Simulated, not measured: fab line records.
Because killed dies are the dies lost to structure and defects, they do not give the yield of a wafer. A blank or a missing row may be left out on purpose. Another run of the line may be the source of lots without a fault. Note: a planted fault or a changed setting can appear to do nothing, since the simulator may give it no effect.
Chamber matching / flow n5_finfet / N5_MOL_CONTACT_COAG_STRIP_98 on rie_diel-01: 4 sister chambers
The step strips in N2/H2. 4 wafers are shown with their chamber, then 12 later ones without.

== WAFERS WITH THEIR CHAMBER ==
wafer=L088.3; chamber=0; throttle_valve_pct (%)=19.1
wafer=L088.4; chamber=3; throttle_valve_pct (%)=18.1
wafer=L088.5; chamber=2; throttle_valve_pct (%)=19.8
wafer=L088.6; chamber=1; throttle_valve_pct (%)=18.7

== WAFERS WITHOUT THEIR CHAMBER ==
wafer=L089.2; throttle_valve_pct (%)=19.1
wafer=L089.3; throttle_valve_pct (%)=18.7
wafer=L089.6; throttle_valve_pct (%)=18.1
wafer=L092.1; throttle_valve_pct (%)=18.1
wafer=L092.2; throttle_valve_pct (%)=18.7
wafer=L092.6; throttle_valve_pct (%)=18.7
wafer=L094.1; throttle_valve_pct (%)=19.1
wafer=L094.2; throttle_valve_pct (%)=19.8
wafer=L094.5; throttle_valve_pct (%)=18.7
wafer=L095.2; throttle_valve_pct (%)=19.7
wafer=L095.5; throttle_valve_pct (%)=19.8
wafer=L095.6; throttle_valve_pct (%)=18.1

== WHICH CHAMBER EACH WENT THROUGH ==
wafer=L089.2; from the rows above=0; in truth=0
wafer=L089.3; from the rows above=1; in truth=1
wafer=L089.6; from the rows above=3; in truth=3
wafer=L092.1; from the rows above=3; in truth=3
wafer=L092.2; from the rows above=1; in truth=1
wafer=L092.6; from the rows above=1; in truth=1
wafer=L094.1; from the rows above=0; in truth=0
wafer=L094.2; from the rows above=2; in truth=2
wafer=L094.5; from the rows above=1; in truth=1
wafer=L095.2; from the rows above=2; in truth=2
wafer=L095.5; from the rows above=2; in truth=2
wafer=L095.6; from the rows above=3; in truth=3
12 of 12 placed correctly. Number that these rows cannot place: 0. Placed wrongly: 0.
How it was worked out, from the rows above alone: a wafer's distance from a chamber is the root of the sum, over the readings, of the square of ((its reading less the chamber's mean) divided by the reading's scatter). If the next closest chamber is less than 2 further off than the closest, the wafer can't be placed; otherwise it belongs to the closest. A chamber's mean is the mean of its shown wafers. The scatter (one wafer shown for each chamber): square how far every hidden wafer sits from the nearest shown wafer, average those squares and take the square root.
